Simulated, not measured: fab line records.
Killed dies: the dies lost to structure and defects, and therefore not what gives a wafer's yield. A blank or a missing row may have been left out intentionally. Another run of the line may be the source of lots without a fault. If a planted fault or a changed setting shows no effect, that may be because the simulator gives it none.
Tool commonality check ; flow nand-harc ; Sample size 8 lots and 24 wafers

## THE REASON FOR OPENING IT
On 2 of the 8 lots, a flag is raised at NHARC_A_CHANNEL_FILL_D2_THK_MEAS_06 on the reading thk-nm. Fault-free wafers read 5.0 nm, with a standard deviation of 1.
Rule: flag the lot when none of its wafers has a number, or when each of its wafers that has one lies beyond 4 standard deviations from that mean. All remaining lots are regarded as sound.

lot;measured;on;thk-nm (nm), wafer by wafer;flag
L461;day 15 16:46;film-metro-02;5.8 7.3 6.1;
L462;day 15 16:46;film-metro-01;5.1 4.3 5.2;
L473;day 20 02:15;film-metro-01;10.8 12.2 12.3;FLAGGED
L472;day 20 02:15;film-metro-02;12.3 13.7 11.5;FLAGGED
L478;day 22 21:16;film-metro-02;5.9 3.7 4.6;
L479;day 23 01:28;film-metro-02;4.6 5.2 5.5;
L481;day 23 22:43;film-metro-02;5.9 4.9 5.1;
L483;day 24 04:32;film-metro-02;6.4 2.8 4.0;
The numbers of the flagged lots are 12.1 nm on average: +7.1 nm against the usual, or +7 standard deviations.

## TOOL THAT RAN EACH LOT
3 process steps preceding the reading are held in the record, out of 1302 steps in the route. Every cell lists first the tool, next ch and the chambers used by the sampled wafers, and last the start.
lot;flag;NHARC_A_CHANNEL_HOLE_D2_STRIP_28;NHARC_A_CHANNEL_FILL_D2_ETCHBACK_19;NHARC_A_CHANNEL_FILL_D2_CVD_05
L461;;rie-diel-01 ch 0,1, day 15 04:47 or earlier;rie-si-02 ch 1,2, day 15 04:47;lpcvd-poly-01 ch 0, day 15 07:28
L462;;rie-diel-10 ch 1,3, day 15 04:47 or earlier;rie-si-06 ch 0,1, day 15 04:47;lpcvd-poly-01 ch 0, day 15 07:28
L473;FLAGGED;rie-diel-01 ch 0,1,3, day 19 13:52 or earlier;rie-si-02 ch 0,1,3, day 19 13:52;lpcvd-poly-01 ch 0, day 19 16:33
L472;FLAGGED;rie-diel-01 ch 0,3, day 19 13:54 or earlier;rie-si-06 ch 1,2, day 19 13:54;lpcvd-poly-01 ch 0, day 19 16:33
L478;;rie-diel-05 ch 1,2,3, day 22 09:16 or earlier;rie-si-06 ch 0,1,2, day 22 09:16;lpcvd-poly-04 ch 0, day 22 12:02
L479;;rie-diel-10 ch 1,2, day 22 13:49 or earlier;rie-si-01 ch 0,2,3, day 22 13:49;lpcvd-poly-04 ch 0, day 22 16:35
L481;;rie-diel-05 ch 0,1,3, day 23 10:26 or earlier;rie-si-01 ch 2,3, day 23 10:26;lpcvd-poly-02 ch 0, day 23 13:12
L483;;rie-diel-01 ch 0,1,2, day 23 17:05 or earlier;rie-si-02 ch 1,2,3, day 23 17:05;lpcvd-poly-02 ch 0, day 23 19:41
These steps, and what they do:
- NHARC_A_CHANNEL_HOLE_D2_STRIP_28: strips in O2.
- NHARC_A_CHANNEL_FILL_D2_ETCHBACK_19: etches the open film in HBr/Cl2, target depth 5 nm, time 1.7 s.
- NHARC_A_CHANNEL_FILL_D2_CVD_05: deposits poly-Si, target thk 5 nm.
- NHARC_A_CHANNEL_FILL_D2_THK_MEAS_06: measures by ellipsometry.

## FLAGGED OVER TOTAL, TOOL BY TOOL (the gauges that took the reading come last)
step;tool;lots run;flagged;share of the flagged lots;sound lots run after its first flagged lot
NHARC_A_CHANNEL_HOLE_D2_STRIP_28;rie-diel-01;4;2;all;1 (L483)
NHARC_A_CHANNEL_HOLE_D2_STRIP_28;rie-diel-05;2;0;none;-
NHARC_A_CHANNEL_HOLE_D2_STRIP_28;rie-diel-10;2;0;none;-
NHARC_A_CHANNEL_FILL_D2_ETCHBACK_19;rie-si-01;2;0;none;-
NHARC_A_CHANNEL_FILL_D2_ETCHBACK_19;rie-si-02;3;1;some;1 (L483)
NHARC_A_CHANNEL_FILL_D2_ETCHBACK_19;rie-si-06;3;1;some;1 (L478)
NHARC_A_CHANNEL_FILL_D2_CVD_05;lpcvd-poly-01;4;2;all;0
NHARC_A_CHANNEL_FILL_D2_CVD_05;lpcvd-poly-02;2;0;none;-
NHARC_A_CHANNEL_FILL_D2_CVD_05;lpcvd-poly-04;2;0;none;-
NHARC_A_CHANNEL_FILL_D2_THK_MEAS_06;film-metro-01;2;1;some;0
NHARC_A_CHANNEL_FILL_D2_THK_MEAS_06;film-metro-02;6;1;some;4 (L478,L479,L481,L483)
NHARC_A_CHANNEL_HOLE_D2_STRIP_28 gives no start for some lots, so the hours and the order of its lots are those of NHARC_A_CHANNEL_FILL_D2_ETCHBACK_19.

## WHAT IS ALLOWED BY THE TABLE
2 rows of the table ran every flagged lot: rie-diel-01 at NHARC_A_CHANNEL_HOLE_D2_STRIP_28, lpcvd-poly-01 at NHARC_A_CHANNEL_FILL_D2_CVD_05.
- rie-diel-01 at NHARC_A_CHANNEL_HOLE_D2_STRIP_28: 2 of its 4 lots flagged. Lots that were sound ran on it after the first flagged one (L483); a persistent fault on the entire tool would not allow that.
- lpcvd-poly-01 at NHARC_A_CHANNEL_FILL_D2_CVD_05: 2 of its 4 lots flagged. A fault beginning between L461 (day 15 07:28), its last sound lot, and L472 (day 19 16:33), its first flagged one, fits the data. Its own readings (spike-tc-bottom-C, spike-tc-centre-C, spike-tc-lower-C, spike-tc-top-C, spike-tc-upper-C, tube-center-temp-C, zone-power-lower-pct) fall more than 4 standard deviations out on all wafers of the flagged lots.
Just one tool remains: lpcvd-poly-01 at NHARC_A_CHANNEL_FILL_D2_CVD_05.

## WHAT WAS PUT IN BY THE SIMULATOR
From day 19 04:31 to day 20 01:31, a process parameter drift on lpcvd-poly-01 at NHARC_A_CHANNEL_FILL_D2_CVD_05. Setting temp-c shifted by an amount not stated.
Shown lots that were struck: L473, L472. The rule given above showed the same thing.
